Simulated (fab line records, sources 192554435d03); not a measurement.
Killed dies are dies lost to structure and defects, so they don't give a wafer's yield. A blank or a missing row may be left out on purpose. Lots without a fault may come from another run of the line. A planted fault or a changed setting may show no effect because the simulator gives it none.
Chamber matching | flow n5_finfet | N5_BEOL_M0_TRENCH_ETCH_107 on rie_diel-03: 4 sister chambers
The step etches SiOC in C4F6/O2, target depth 32.8 nm, time 16.4 s. 4 wafers are shown with their chamber, then 8 later ones without.

WAFERS WITH THEIR CHAMBER
wafer  | chamber | drypump_motor_current_A (A)
L087.2 | 0       | 5.52
L088.5 | 2       | 5.96
L088.6 | 1       | 5.78
L089.1 | 3       | 5.65

WAFERS WITHOUT THEIR CHAMBER
wafer  | drypump_motor_current_A (A)
L089.2 | 5.53
L089.4 | 5.76
L094.2 | 5.75
L094.3 | 5.53
L094.4 | 5.55
L096.1 | 5.76
L096.2 | 5.53
L096.5 | 5.65

WHICH CHAMBER EACH WENT THROUGH
wafer  | from the rows above | in truth
L089.2 | 0                   | 0
L089.4 | 1                   | 1
L094.2 | 1                   | 1
L094.3 | 0                   | 0
L094.4 | 0                   | 0
L096.1 | 1                   | 1
L096.2 | 0                   | 0
L096.5 | 3                   | 3
Placed correctly: 8 of 8. Can't be placed from these rows: 0. Placed wrongly: 0.
How it was worked out, from the rows above alone: a wafer's distance from a chamber is the root of the sum, over the readings, of the square of ((its reading less the chamber's mean) divided by the reading's scatter). The wafer belongs to the nearest chamber; if the next one is less than 2 further off, it can't be placed. A chamber's mean is the mean of its shown wafers. The scatter: with one shown wafer a chamber, the root of the mean of the squares of how far each hidden wafer lies from its nearest shown one.
